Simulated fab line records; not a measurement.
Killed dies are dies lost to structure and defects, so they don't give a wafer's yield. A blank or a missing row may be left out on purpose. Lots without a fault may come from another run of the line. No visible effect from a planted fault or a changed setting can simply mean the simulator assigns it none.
fab line records + flow nand_harc
record
- lots=6
- wafers=18
- last_day=32
route steps=1302 shown A_CONTACT@1064
lots untouched by any fault: they come from a run of this same line in which no faults occurred
start_h: hours from the record's first day to the start of the lot's first wafer shown + wait_h: hours elapsed since this lot's preceding step + " repeats the value in the row above + L1.1+2: several wafers, shown together as one row + - value missing, or start not given + * or withheld: withheld + < > ~ a bound
route shown NAME@n: NAME is a module with steps in the file, n the number in the route of the first one + usual: mean and standard deviation over wafers with no fault + same: alike in all rows + chamber/n: place in a boat + sites: readings site by site + _std_site: standard deviation across them + _edge_site: inner sites' mean taken away from outer sites' mean + radius_mm: how far each site lies from the wafer's centre + mask NAME#n: copy n + behind: tool/chamber where the wafer was last shaped + hold: cause of the lot's hold/its duration in hours/its outcome + device: transistor that didn't switch, given as n, p or np + end of line: the tests these same wafers got at the end of their route + for a step that has no rows: nothing shown but its recipe + killed: dies lost to structure and defects at the first sort, not the wafer's yield + map: a wafer's dies, marking killed ones x, the rest . and places with no die _
set.NAME: setting as actually run; set.NAME@STEP: the setting as run at that earlier step + model.NAME: the simulator's own value behind a step, which no gauge read
a table for each step, a row for each wafer; lots at some steps of the route
services: a tool's chamber out of use, with start hour (start_h, from the record's first day; less than 0 if before it), hours out, and reason
## steps
# step NHARC_A_CONTACT_STRIP_82
# recipe
- o2_flow_sccm=500
- ar_flow_sccm=0
- bias_w=0
- chemistry=O2
# usual
- drypump_motor_current_A=5.9/0.38
- o2_flow_sccm=500.0/1.4
- oes_product_au=1.000/0.011
- rf_vpp_V=57.6/0.9
- showerhead_plenum_p_Torr=3.47/0.13
- throttle_valve_pct=17.036/0.0083
| lot.wafer | tool        | chamber | start_h | wait_h | drypump_motor_current_A | o2_flow_sccm | oes_product_au | rf_hours_counter_h | rf_vpp_V | showerhead_plenum_p_Torr | throttle_valve_pct |
|-----------|-------------|---------|---------|--------|-------------------------|--------------|----------------|--------------------|----------|--------------------------|--------------------|
| L502.3    | rie_diel-02 | 0       | -       | -      | 5.2                     | 499.3        | 0.995          | 40                 | 59.2     | 3.61                     | 17.032             |
| L502.2    | "           | 1       | "       | "      | 6.4                     | 501.6        | 0.992          | 44                 | 57.7     | 3.78                     | 17.033             |
| L502.5    | "           | 2       | "       | "      | 5.4                     | 497.8        | 1.008          | -                  | 58.1     | 3.51                     | 17.030             |
| L507.1    | rie_diel-13 | 1       | -       | -      | 5.9                     | 501.9        | 1.005          | 20                 | 59.0     | 3.57                     | 17.038             |
| L507.5    | "           | 2       | "       | "      | 5.3                     | 500.3        | 0.981          | -                  | 56.6     | 3.34                     | 17.034             |
| L507.4    | "           | 3       | "       | "      | 5.4                     | 498.6        | 1.010          | -                  | 58.6     | 3.80                     | 17.028             |
| L508.1    | rie_diel-08 | 3       | -       | -      | 5.7                     | 500.1        | 0.997          | 8                  | 55.5     | 3.57                     | 17.025             |
| L508.6    | "           | 0       | "       | "      | 6.3                     | 497.9        | 0.989          | -                  | 58.1     | 3.44                     | 17.026             |
| L508.5    | "           | 1       | "       | "      | 6.0                     | 499.4        | 0.984          | -                  | 56.6     | 3.44                     | 17.053             |
| L511.2    | rie_diel-08 | 3       | -       | -      | 5.7                     | 498.3        | 1.011          | 10                 | 58.2     | 3.57                     | 17.024             |
| L511.5    | "           | 2       | "       | "      | 6.1                     | 501.5        | 1.017          | -                  | 58.1     | 3.31                     | 17.029             |
| L511.6    | "           | 3       | "       | "      | 5.7                     | 499.8        | 1.016          | -                  | 58.1     | 3.57                     | 17.039             |
| L520.1    | rie_diel-08 | 0       | -       | -      | 6.3                     | 500.2        | 0.985          | 21                 | 56.6     | 3.43                     | 17.034             |
| L520.4    | "           | 3       | "       | "      | 5.7                     | 501.4        | 0.993          | 20                 | 58.6     | 3.57                     | 17.049             |
| L520.5    | "           | 0       | "       | "      | 6.3                     | 500.6        | 0.988          | -                  | 59.6     | 3.43                     | 17.047             |
| L518.1    | rie_diel-08 | 1       | -       | -      | 6.0                     | 498.3        | 0.997          | 20                 | 54.9     | 3.43                     | 17.039             |
| L518.6    | "           | 1       | "       | "      | 6.0                     | 498.9        | 0.982          | -                  | 56.0     | 3.43                     | 17.040             |
| L518.5    | "           | 2       | "       | "      | 6.2                     | 500.4        | 1.006          | -                  | 57.5     | 3.31                     | 17.049             |
# step NHARC_A_CONTACT_STRIP_83
# recipe
- time_s=600
- temp_c=30
- chemistry=post_etch_residue_remover
# step NHARC_A_CONTACT_DEP_84
# recipe
- target_thk_a=28000
- temp_c=400
- material=aC
# usual
- throttle_valve_pct=35.000/0.0093
| lot.wafer | tool       | chamber | start_h | wait_h | throttle_valve_pct |
|-----------|------------|---------|---------|--------|--------------------|
| L502.2    | acl_dep-03 | 0       | 530.30  | -      | 35.011             |
| L502.3    | "          | 0       | "       | "      | 35.008             |
| L502.5    | "          | 0       | "       | "      | 34.988             |
| L507.1    | acl_dep-02 | 0       | 589.17  | -      | 34.986             |
| L507.4    | "          | 0       | "       | "      | 34.998             |
| L507.5    | "          | 0       | "       | "      | 35.001             |
| L508.1    | acl_dep-01 | 0       | 609.23  | -      | 34.995             |
| L508.5    | "          | 0       | 610.38  | -      | 35.013             |
| L508.6    | "          | 0       | "       | "      | 34.995             |
| L511.2    | acl_dep-03 | 0       | 615.51  | -      | 34.991             |
| L511.5    | "          | 0       | "       | "      | 35.001             |
| L511.6    | "          | 0       | "       | "      | 34.981             |
| L520.1    | acl_dep-03 | 0       | 703.59  | -      | 34.983             |
| L520.4    | "          | 0       | "       | "      | 35.004             |
| L520.5    | "          | 0       | "       | "      | 35.008             |
| L518.1    | acl_dep-03 | 0       | 705.32  | -      | 34.991             |
| L518.5    | "          | 0       | 706.47  | -      | 35.017             |
| L518.6    | "          | 0       | "       | "      | 35.012             |
# step NHARC_A_CONTACT_DEP_85
# recipe
- target_thk_a=600
- target_thk_nm=60
- temp_c=400
- pressure_torr=3.5
- flow_sccm=200
- rf_w=350
- material=SiON
# usual
- heater_power_w=727/110
| lot.wafer | tool     | chamber | start_h | wait_h | heater_power_w |
|-----------|----------|---------|---------|--------|----------------|
| L502.2    | pecvd-02 | 0       | 531.80  | 1.2    | 555            |
| L502.3    | "        | 1       | "       | "      | 837            |
| L502.5    | "        | 1       | "       | "      | 800            |
| L507.1    | pecvd-03 | 0       | 590.96  | 1.5    | 785            |
| L507.5    | "        | 1       | "       | "      | 557            |
| L507.4    | "        | 2       | "       | "      | 727            |
| L508.1    | pecvd-02 | 1       | 611.04  | 1.5    | 712            |
| L508.5    | "        | 2       | "       | "      | 850            |
| L508.6    | "        | 1       | "       | "      | 700            |
| L511.2    | pecvd-03 | 1       | 616.94  | 1.2    | 587            |
| L511.6    | "        | 1       | "       | "      | 600            |
| L511.5    | "        | 2       | "       | "      | 771            |
| L520.1    | pecvd-03 | 1       | 705.37  | 1.5    | 615            |
| L520.4    | "        | 0       | "       | "      | 797            |
| L520.5    | "        | 2       | "       | "      | 711            |
| L518.1    | pecvd-03 | 1       | 707.10  | 1.5    | 632            |
| L518.6    | "        | 1       | "       | "      | 620            |
| L518.5    | "        | 2       | "       | "      | 732            |
# step NHARC_A_CONTACT_DEHYDRATE_00
# recipe
- temp_c=150
- time_s=120
# step NHARC_A_CONTACT_HMDS_01
# recipe
- time_s=30
# step NHARC_A_CONTACT_COAT_86
# recipe
- temp_c=260
- time_s=75
# step NHARC_A_CONTACT_COAT_87
# recipe
- temp_c=225
- time_s=65
# step NHARC_A_CONTACT_COAT_02
# recipe
- spin_rpm=1500
- resist_thk_nm=90
# step NHARC_A_CONTACT_SOFTBAKE_03
# recipe
- temp_c=105
- time_s=55
# step NHARC_A_CONTACT_EBR_04
# step NHARC_A_CONTACT_EXPOSE_05
# recipe
- na=1.35
- sigma_outer=0.8
- dose_mj=84.24
- mask_id=A_CC
# step NHARC_A_CONTACT_PEB_06
# recipe
- peb_temp_c=100
- peb_time_s=65
# usual
- chill_plate_temp_C=23.01/0.11
- exhaust_pa=44.8/0.82
| lot.wafer | tool           | chamber | start_h | wait_h | chill_plate_temp_C | exhaust_pa |
|-----------|----------------|---------|---------|--------|--------------------|------------|
| L502.2    | litho_track-04 | 0       | 532.41  | 0.1    | 22.89              | 45.2       |
| L502.3    | "              | 0       | "       | "      | 22.95              | 44.7       |
| L502.5    | "              | 0       | "       | "      | 22.83              | 46.0       |
| L507.1    | litho_track-06 | 0       | 591.60  | 0.1    | 23.01              | 47.0       |
| L507.4    | "              | 0       | "       | "      | 23.11              | 44.5       |
| L507.5    | "              | 0       | "       | "      | 23.09              | 45.3       |
| L508.1    | litho_track-06 | -       | 611.62  | 0.1    | -                  | -          |
| L508.5    | "              | -       | "       | "      | -                  | -          |
| L508.6    | "              | -       | "       | "      | -                  | -          |
| L511.2    | litho_track-06 | -       | 617.46  | 0.1    | -                  | -          |
| L511.5    | "              | -       | "       | "      | -                  | -          |
| L511.6    | "              | -       | "       | "      | -                  | -          |
| L520.1    | litho_track-04 | 0       | 705.86  | 0.1    | 23.08              | 44.9       |
| L520.4    | "              | 0       | "       | "      | 22.94              | 43.8       |
| L520.5    | "              | 0       | "       | "      | 22.96              | 43.9       |
| L518.1    | litho_track-01 | 0       | 707.71  | 0.1    | 22.91              | 44.4       |
| L518.5    | "              | 0       | "       | "      | 22.87              | 44.9       |
| L518.6    | "              | 0       | "       | "      | 22.94              | 43.9       |
# step NHARC_A_CONTACT_DEVELOP_07
# recipe
- develop_time_s=35
- dev_temp_c=23
## services
| tool           | chamber | start_h | hours | kind       |
|----------------|---------|---------|-------|------------|
| rie_diel-13    | -       | 521.23  | 9.0   | pm         |
| rie_diel-08    | 0       | 524.73  | -     | clean      |
| rie_diel-08    | 1       | 524.73  | -     | clean      |
| rie_diel-08    | 2       | 524.73  | -     | clean      |
| rie_diel-08    | 3       | 524.73  | -     | clean      |
| litho_track-06 | -       | 529.00  | 7.0   | pm         |
| rie_diel-08    | -       | 544.80  | 9.0   | pm         |
| rie_diel-08    | 0       | 544.80  | 9.0   | vent_cycle |
| pecvd-03       | -       | 547.59  | 13.0  | pm         |
| litho_track-04 | -       | 553.00  | 7.0   | pm         |
| acl_dep-01     | -       | 558.83  | 13.0  | pm         |
| rie_diel-08    | 1       | 569.57  | 13.0  | repair     |
| rie_diel-02    | -       | 570.85  | 9.0   | pm         |
| rie_diel-13    | 0       | 585.30  | 4.4   | repair     |
| pecvd-02       | -       | 589.14  | 13.0  | pm         |
| acl_dep-02     | -       | 608.32  | 13.0  | pm         |
| pecvd-02       | 1       | 656.52  | 32.0  | repair     |
| acl_dep-02     | -       | 660.06  | 5.6   | repair     |
| acl_dep-03     | -       | 663.96  | 13.0  | pm         |
| pecvd-03       | -       | 665.23  | 0.6   | repair     |
| litho_track-01 | -       | 680.00  | 7.0   | pm         |
| rie_diel-08    | 3       | 681.75  | 2.5   | repair     |
| rie_diel-13    | -       | 698.23  | 9.0   | pm         |
| litho_track-06 | -       | 704.00  | 7.0   | pm         |
## key
first_sign
- step=NHARC_A_CONTACT_PEB_06
- reading=tool_record
- direction=missing
effect none on later readings
met_at NHARC_A_CONTACT_PEB_06
struck_wafers L508.1,L508.5,L508.6,L511.2,L511.5,L511.6
later_rows_left_out L508.1,L508.5,L508.6,L511.2,L511.5,L511.6
sort_left_out L508.1,L508.5,L508.6,L511.2,L511.5,L511.6
tester_left_out L508,L511
onset_between 591.60 611.62
fault
- kind=skipped_step_whole
- tool=litho_track-06
- chamber=-
- onset_h=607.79
- steps=NHARC_A_CONTACT_PEB_06
- scope=struck_lots_only
# tester_left_out: of these lots the tester's yield and bins aren't shown, on N5 and GAA mostly nor the transistor test; their killed dies are dies lost to structure and defects alone, not to doping, threshold or leakage, so they don't give the yield
# sort_left_out: the simulated sort isn't trusted on such a fault, so these wafers' sort isn't shown, and their yield isn't known
# later_rows_left_out: the simulator's readings of these wafers behind a module that went badly wrong aren't trusted and aren't shown, but for the sort
